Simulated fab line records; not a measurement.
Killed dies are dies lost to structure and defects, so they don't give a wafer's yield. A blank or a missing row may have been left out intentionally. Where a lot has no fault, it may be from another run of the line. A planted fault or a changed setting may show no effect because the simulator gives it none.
The tool behind it: which one? | flow nand-harc | 39 wafers from 13 lots sampled at 5 of the route's 1302 steps

## WHAT THE GAUGES READ, wafer by wafer
NHARC_P_GATE_CD_MEAS_11: target cd 1640 nm. Usual: cd-nm 1640.1 nm, standard deviation 1.6.
lot  | measured     | on        | cd-nm (nm)           | flag
L241 | day 4 14:46  | cd-sem-03 | 1640.6 1638.2 1639.5 |
L242 | day 5 04:49  | cd-sem-02 | 1641.4 1641.1 1641.4 |
L243 | day 5 13:14  | cd-sem-01 | 1640.9 1639.5 1640.4 |
L244 | day 5 22:06  | cd-sem-03 | 1637.3 1639.4 1639.9 |
L245 | day 6 11:05  | cd-sem-03 | 1641.8 1640.2 1641.0 |
L256 | day 10 21:25 | cd-sem-03 | 1643.7 1638.4 1638.3 |
L259 | day 12 03:43 | cd-sem-03 | 1640.3 1638.9 1640.5 |
L261 | day 13 04:04 | cd-sem-03 | 1641.9 1641.3 1640.3 |
L262 | day 13 09:02 | cd-sem-03 | 1642.9 1640.1 1643.5 |
L263 | day 13 22:37 | cd-sem-01 | 1640.1 1638.1 1641.1 |

NHARC_END_SORT_01. Usual: killed-at-array 55, standard deviation 22; killed-at-other 1.1, standard deviation 1.4; killed-at-periphery 4, standard deviation 3.2; killed-dies 59, standard deviation 22; killed-open 3.3, standard deviation 1.8; killed-short 2.5, standard deviation 1.5.
lot  | measured     | on        | killed-at-array | killed-at-other | killed-at-periphery | killed-dies | killed-open | killed-short | flag
L246 | day 27 21:58 | prober-01 | 90 64 76        | 0 1 0           | 587 612 601         | 677 677 677 | 5 2 2       | 8 7 2        | OFF
L247 | day 27 14:55 | prober-02 | 21 22 19        | 1 0 0           | 655 655 658         | 677 677 677 | 3 3 1       | 4 1 3        | OFF
L248 | day 28 05:46 | prober-01 | 41 72 50        | 7 4 2           | 629 601 625         | 677 677 677 | 2 6 3       | 2 4 4        | OFF

## TOOL THAT RAN EACH LOT (tool first, then ch and the chambers of the sampled wafers, then the start)
lot  | NHARC_P_ZERO_WELL_DESCUM_13        | NHARC_P_ZERO_WELL_IMPLANT_40    | NHARC_P_GATE_STRIP_75
L241 | rie-diel-12 ch 0,2,3, day 2 07:17  | implanter-02 ch 0, day 2 10:28  | plasma-asher-01 ch 0,1, day 8 01:27
L242 | rie-diel-06 ch 1,2,3, day 2 17:23  | implanter-01 ch 0, day 2 20:26  | plasma-asher-02 ch 0,1, day 6 11:08
L243 | rie-diel-06 ch 1,2,3, day 3 03:17  | implanter-01 ch 0, day 3 06:24  | plasma-asher-02 ch 0,1, day 6 20:01
L244 | rie-diel-06 ch 0,1,2, day 3 13:16  | implanter-02 ch 0, day 3 16:25  | plasma-asher-02 ch 0,1, day 7 02:58
L245 | rie-diel-09 ch 0,3, day 3 23:17    | implanter-02 ch 0, day 4 02:32  | plasma-asher-02 ch 0,1, day 7 14:02
L246 | rie-diel-12 ch 0,3, day 4 09:20    | implanter-02, day 4 12:30       | -
L247 | rie-diel-12 ch 0,3, day 4 19:23    | implanter-02, day 4 22:36       | -
L248 | rie-diel-06 ch 0,1,3, day 5 05:25  | implanter-01, day 5 08:32       | -
L256 | rie-diel-12 ch 0,1, day 8 13:18    | implanter-02 ch 0, day 8 16:27  | plasma-asher-01 ch 0,1, day 12 01:03
L259 | rie-diel-06 ch 1,2, day 9 19:23    | implanter-01 ch 0, day 9 22:37  | plasma-asher-02 ch 0,1, day 13 08:40
L261 | rie-diel-06 ch 1,2,3, day 10 15:17 | implanter-02 ch 0, day 10 20:53 | plasma-asher-02 ch 0,1, day 14 08:59
L262 | rie-diel-06 ch 0,1,2, day 11 01:24 | implanter-01 ch 0, day 11 04:50 | plasma-asher-02 ch 0,1, day 14 15:47
L263 | rie-diel-09 ch 1,3, day 11 11:25   | implanter-01 ch 0, day 11 14:25 | plasma-asher-01 ch 0,1, day 15 01:36
- NHARC_P_ZERO_WELL_DESCUM_13: chemistry O2, time 3 s.
- NHARC_P_ZERO_WELL_IMPLANT_40
- NHARC_P_GATE_STRIP_75: strips in O2.

## AS READ BY THE TOOLS THEMSELVES (means over the sampled wafers that have a number; for cases with no such wafer, the mark the record gives instead)
NHARC_P_ZERO_WELL_DESCUM_13. Usual: drypump-motor-current-A 5.6 A, standard deviation 0.52; oes-product-au 1.002 a.u., standard deviation 0.0088; rf-vpp-V 57.7 V, standard deviation 0.87; showerhead-plenum-p-Torr 1.89 Torr, standard deviation 0.11; throttle-valve-pct 11.311 %, standard deviation 0.0096.
lot  | tool        | drypump-motor-current-A (A) | oes-product-au (a.u.) | rf-vpp-V (V) | showerhead-plenum-p-Torr (Torr) | throttle-valve-pct (%) | flag
L241 | rie-diel-12 | 5.9                         | 0.999                 | 57.3         | 1.88                            | 11.310                 |
L242 | rie-diel-06 | 5.2                         | 0.991                 | 57.1         | 1.83                            | 11.312                 |
L243 | rie-diel-06 | 5.2                         | 0.999                 | 56.9         | 1.83                            | 11.313                 |
L244 | rie-diel-06 | 5.2                         | 1.005                 | 58.1         | 1.84                            | 11.313                 |
L245 | rie-diel-09 | 6.1                         | 1.000                 | 57.5         | 1.77                            | 11.307                 |
L246 | rie-diel-12 | 6.2                         | 1.013                 | 56.7         | 1.93                            | 11.316                 |
L247 | rie-diel-12 | 6.2                         | 1.009                 | 58.0         | 1.92                            | 11.317                 |
L248 | rie-diel-06 | 5.4                         | 0.994                 | 57.2         | 1.81                            | 11.313                 |
L256 | rie-diel-12 | 6.4                         | 1.003                 | 57.7         | 1.93                            | 11.310                 |
L259 | rie-diel-06 | 5.1                         | 1.009                 | 58.6         | 2.01                            | 11.311                 |
L261 | rie-diel-06 | 5.2                         | 1.003                 | 57.4         | 1.92                            | 11.316                 |
L262 | rie-diel-06 | 5.2                         | 1.004                 | 57.4         | 1.93                            | 11.301                 |
L263 | rie-diel-09 | 6.3                         | 0.995                 | 58.2         | 2.06                            | 11.298                 |

NHARC_P_ZERO_WELL_IMPLANT_40. Usual: beam-energy-keV 300.01, standard deviation 0.087; beam-on-s 9.97 s, standard deviation 0.22.
lot  | tool         | beam-energy-keV | beam-on-s (s) | flag
L241 | implanter-02 | 300.02          | 9.80          |
L242 | implanter-01 | 300.03          | 10.18         |
L243 | implanter-01 | 300.04          | 9.84          |
L244 | implanter-02 | 299.97          | 10.15         |
L245 | implanter-02 | 300.01          | 10.05         |
L246 | implanter-02 | -               | -             | OFF
L247 | implanter-02 | -               | -             | OFF
L248 | implanter-01 | -               | -             | OFF
L256 | implanter-02 | 299.99          | 10.02         |
L259 | implanter-01 | 300.13          | 9.96          |
L261 | implanter-02 | 300.02          | 9.81          |
L262 | implanter-01 | 299.99          | 9.84          |
L263 | implanter-01 | 299.90          | 10.00         |

NHARC_P_GATE_STRIP_75. Usual: drypump-motor-current-A 5.7 A, standard deviation 0.36; heater-power-w 344 W, standard deviation 18.
lot  | tool            | drypump-motor-current-A (A) | heater-power-w (W) | flag
L241 | plasma-asher-01 | 5.9                         | 332                |
L242 | plasma-asher-02 | 5.7                         | 361                |
L243 | plasma-asher-02 | 5.7                         | 352                |
L244 | plasma-asher-02 | 5.4                         | 353                |
L245 | plasma-asher-02 | 5.7                         | 346                |
L256 | plasma-asher-01 | 5.9                         | 325                |
L259 | plasma-asher-02 | 5.4                         | 350                |
L261 | plasma-asher-02 | 5.4                         | 353                |
L262 | plasma-asher-02 | 5.4                         | 352                |
L263 | plasma-asher-01 | 5.9                         | 326                |

## THE ANSWER, worked out from the rows above alone
Rule: a lot counts as off when the mean over its wafers that have a number is more than 3 standard deviations away from the usual mean. A lot without any number at a reading at which 4 lots or more have one is off too. Any other lot the step has rows for is counted as sound. After the gauges, taken in route order, come the tools' own readings; for these a lot's mean is taken, as printed above. The first step at which some lot is off is used, and at that step the reading that is off furthest; a lot without a number counts as furthest.
Off, at NHARC_END_SORT_01 on killed-at-periphery: L246, L247, L248. Neither off nor sound, because the step has no rows for them: L241, L242, L243, L244, L245, L256, L259, L261, L262, L263.
If a tool, at a process step before that reading, ran all the lots that are off and no sound lot after the first of them, it fits. The gauges at NHARC_END_SORT_01 aren't tried: what is off there is off at NHARC_P_ZERO_WELL_IMPLANT_40 too, on other tools, and a gauge's error can't cause that. Not one of the candidates tried fits.

## WHAT WAS PUT IN BY THE SIMULATOR
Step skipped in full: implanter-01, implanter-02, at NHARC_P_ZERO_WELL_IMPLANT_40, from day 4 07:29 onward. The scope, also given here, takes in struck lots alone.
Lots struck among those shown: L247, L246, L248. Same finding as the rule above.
